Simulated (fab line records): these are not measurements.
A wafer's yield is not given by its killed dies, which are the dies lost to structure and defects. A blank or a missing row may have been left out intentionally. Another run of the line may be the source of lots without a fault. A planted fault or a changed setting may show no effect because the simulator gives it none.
Split-lot trial :: flow n5-finfet :: 7 lots, 21 wafers read, on a route of 1938 steps

SPLIT DETAILS
At N5_BEOL_M13_COAT_04 (resist thk 400 nm), the setting spin-rpm was moved away from the recipe's 1625 rpm on 4 of the 21 wafers read, by -7.8% to +8.9%. The other wafers ran this setting at the recipe's value.

FROM THE SPLIT TO THE READING: what the file shows between them, 4 steps
- N5_BEOL_M13_EBR_06
- N5_BEOL_M13_SOFTBAKE_05: time 60 s
- N5_BEOL_M13_DESCUM_15: chemistry O2, time 7.9 s
- N5_BEOL_M13_ETCH_59: etches BARC in N2/H2, target depth 89 nm, overetch 26.7 nm, time 67.9 s

THE READING
coat_of_BEOL_M13_COAT_04.thk-nm (the simulator's own value, which no gauge read), in nm, at N5_BEOL_M13_VIA_ETCH_16 (etches SiOC in C4F8/O2/Ar, target depth 921.7 nm). There is no usual value for it anywhere in the file. The 17 wafers here that ran the recipe average 69.3 nm, standard deviation 3.5 nm.

wafer: L083.3
tool, chamber at the split: litho-track-01, 0
spin-rpm as run, rpm: 1513
against the recipe: -6.9%
coat_of_BEOL_M13_COAT_04.thk-nm, nm: 89
against lot-mates on the recipe: +21.3

wafer: L083.4
tool, chamber at the split: litho-track-01, 0
spin-rpm as run, rpm: 1625
against the recipe: recipe
coat_of_BEOL_M13_COAT_04.thk-nm, nm: 65.6
against lot-mates on the recipe: -

wafer: L083.6
tool, chamber at the split: litho-track-01, 0
spin-rpm as run, rpm: 1625
against the recipe: recipe
coat_of_BEOL_M13_COAT_04.thk-nm, nm: 69.8
against lot-mates on the recipe: -

wafer: L090.1
tool, chamber at the split: litho-track-05, 0
spin-rpm as run, rpm: 1625
against the recipe: recipe
coat_of_BEOL_M13_COAT_04.thk-nm, nm: 71.4
against lot-mates on the recipe: -

wafer: L090.2
tool, chamber at the split: litho-track-05, 0
spin-rpm as run, rpm: 1625
against the recipe: recipe
coat_of_BEOL_M13_COAT_04.thk-nm, nm: 67.6
against lot-mates on the recipe: -

wafer: L090.6
tool, chamber at the split: litho-track-05, 0
spin-rpm as run, rpm: 1625
against the recipe: recipe
coat_of_BEOL_M13_COAT_04.thk-nm, nm: 68.8
against lot-mates on the recipe: -

wafer: L091.2
tool, chamber at the split: litho-track-02, 0
spin-rpm as run, rpm: 1625
against the recipe: recipe
coat_of_BEOL_M13_COAT_04.thk-nm, nm: 71.4
against lot-mates on the recipe: -

wafer: L091.4
tool, chamber at the split: litho-track-02, 0
spin-rpm as run, rpm: 1770
against the recipe: +8.9%
coat_of_BEOL_M13_COAT_04.thk-nm, nm: 52.4
against lot-mates on the recipe: -14.4

wafer: L091.5
tool, chamber at the split: litho-track-02, 0
spin-rpm as run, rpm: 1625
against the recipe: recipe
coat_of_BEOL_M13_COAT_04.thk-nm, nm: 62.2
against lot-mates on the recipe: -

wafer: L089.2
tool, chamber at the split: litho-track-02, 0
spin-rpm as run, rpm: 1625
against the recipe: recipe
coat_of_BEOL_M13_COAT_04.thk-nm, nm: 67.8
against lot-mates on the recipe: -

wafer: L089.5
tool, chamber at the split: litho-track-02, 0
spin-rpm as run, rpm: 1498
against the recipe: -7.8%
coat_of_BEOL_M13_COAT_04.thk-nm, nm: 87.4
against lot-mates on the recipe: +19.6

wafer: L089.6
tool, chamber at the split: litho-track-02, 0
spin-rpm as run, rpm: 1498
against the recipe: -7.8%
coat_of_BEOL_M13_COAT_04.thk-nm, nm: 84
against lot-mates on the recipe: +16.2

wafer: L092.1
tool, chamber at the split: litho-track-05, 0
spin-rpm as run, rpm: 1625
against the recipe: recipe
coat_of_BEOL_M13_COAT_04.thk-nm, nm: 71
against lot-mates on the recipe: -

wafer: L092.3
tool, chamber at the split: litho-track-05, 0
spin-rpm as run, rpm: 1625
against the recipe: recipe
coat_of_BEOL_M13_COAT_04.thk-nm, nm: 70.2
against lot-mates on the recipe: -

wafer: L092.5
tool, chamber at the split: litho-track-05, 0
spin-rpm as run, rpm: 1625
against the recipe: recipe
coat_of_BEOL_M13_COAT_04.thk-nm, nm: 66.6
against lot-mates on the recipe: -

wafer: L094.2
tool, chamber at the split: litho-track-05, 0
spin-rpm as run, rpm: 1625
against the recipe: recipe
coat_of_BEOL_M13_COAT_04.thk-nm, nm: 76
against lot-mates on the recipe: -

wafer: L094.4
tool, chamber at the split: litho-track-05, 0
spin-rpm as run, rpm: 1625
against the recipe: recipe
coat_of_BEOL_M13_COAT_04.thk-nm, nm: 75
against lot-mates on the recipe: -

wafer: L094.6
tool, chamber at the split: litho-track-05, 0
spin-rpm as run, rpm: 1625
against the recipe: recipe
coat_of_BEOL_M13_COAT_04.thk-nm, nm: 66.8
against lot-mates on the recipe: -

wafer: L097.1
tool, chamber at the split: litho-track-05, 0
spin-rpm as run, rpm: 1625
against the recipe: recipe
coat_of_BEOL_M13_COAT_04.thk-nm, nm: 68.6
against lot-mates on the recipe: -

wafer: L097.2
tool, chamber at the split: litho-track-05, 0
spin-rpm as run, rpm: 1625
against the recipe: recipe
coat_of_BEOL_M13_COAT_04.thk-nm, nm: 73.2
against lot-mates on the recipe: -

wafer: L097.4
tool, chamber at the split: litho-track-05, 0
spin-rpm as run, rpm: 1625
against the recipe: recipe
coat_of_BEOL_M13_COAT_04.thk-nm, nm: 65.6
against lot-mates on the recipe: -

THE FIT
A straight line over all 21 wafers: coat_of_BEOL_M13_COAT_04.thk-nm changes by -2.16 nm for each +1% of spin-rpm; r = -0.91; the points scatter about the line by 3.5 nm.
The same after taking each lot's own level away (the mean of its wafers on the recipe; 21 wafers): -2.19 nm for each +1%; r = -0.92; scatter 3.4 nm.
Per that fit: largest spin-rpm move, reading shift of 20 nm.
The lots' own levels span 66.80 to 72.60 nm, that is 1.7 times the standard deviation above.
Consequently the slope shifts little with the lot-to-lot level, the two slopes agreeing.
Check: with one of the wafers moved furthest among these (+8.9%) left out of the fit, the line predicts -22.4 nm for it against its lot-mates. It came out at -14.4 nm against them.

THE WHOLE CHAIN: every reading that the file lists as answering this split, in the file's order
step: N5_BEOL_M13_COAT_04
what it does: resist thk 400 nm
reading: coat_of_BEOL_M13_COAT_04.thk-nm (the simulator's own value, which no gauge read)
change (the file's fit): -1.98 nm for each +1% of the setting
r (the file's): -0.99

step: N5_BEOL_M13_ETCH_59
what it does: etches BARC in N2/H2, target depth 89 nm, overetch 26.7 nm, time 67.9 s
reading: coat_of_BEOL_M13_COAT_04.thk-nm (the simulator's own value, which no gauge read)
change (the file's fit): -2.06 nm for each +1% of the setting
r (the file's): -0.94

step: N5_BEOL_M13_VIA_ETCH_16
what it does: etches SiOC in C4F8/O2/Ar, target depth 921.7 nm
reading: coat_of_BEOL_M13_COAT_04.thk-nm (the simulator's own value, which no gauge read)
change (the file's fit): -2.21 nm for each +1% of the setting
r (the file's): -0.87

step: N5_BEOL_M13_STRIP_63
what it does: strips in N2/H2
reading: strip-time-to-endpoint-s
change (the file's fit): withheld for each +1% of the setting
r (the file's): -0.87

FILE'S OWN FIT
coat_of_BEOL_M13_COAT_04.thk-nm changes by -2.21 nm for each +1% of spin-rpm, r = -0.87.
